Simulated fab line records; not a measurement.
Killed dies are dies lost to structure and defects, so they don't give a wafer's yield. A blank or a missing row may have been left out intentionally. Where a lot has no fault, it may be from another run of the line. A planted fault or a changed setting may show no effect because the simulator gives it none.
Chamber matching	flow n5 finfet	rie diel-01 running N5_FIN_SAQP_STRIP_55: 4 sister chambers
The step strips in N2/H2. 4 wafers are shown with their chamber, then 7 later ones without.

EACH WAFER AND ITS CHAMBER
wafer	chamber	showerhead plenum p Torr (Torr)
L084.1	0	3.30
L084.5	2	3.19
L092.4	1	3.46
L092.5	3	3.41

WAFERS WITH NO CHAMBER GIVEN
wafer	showerhead plenum p Torr (Torr)
L092.6	3.18
L095.1	3.41
L095.3	3.29
L095.5	3.18
L097.1	3.41
L097.3	3.18
L097.5	3.29

WHICH CHAMBER EACH WENT THROUGH
wafer	from the rows above	in truth
L092.6	2	2
L095.1	3	3
L095.3	0	0
L095.5	2	2
L097.1	3	3
L097.3	2	2
L097.5	0	0
Placed correctly: 7 of 7. Number that these rows cannot place: 0. Number placed wrongly: 0.
How it was worked out, from the rows above alone: a wafer's distance from a chamber is the root of the sum, over the readings, of the square of ((its reading less the chamber's mean) divided by the reading's scatter). If the next closest chamber is less than 2 further off than the closest, the wafer can't be placed; otherwise it belongs to the closest. A chamber's mean is the mean of its shown wafers. The scatter: root of mean squared gap, hidden wafer to nearest shown wafer, with one shown wafer a chamber.
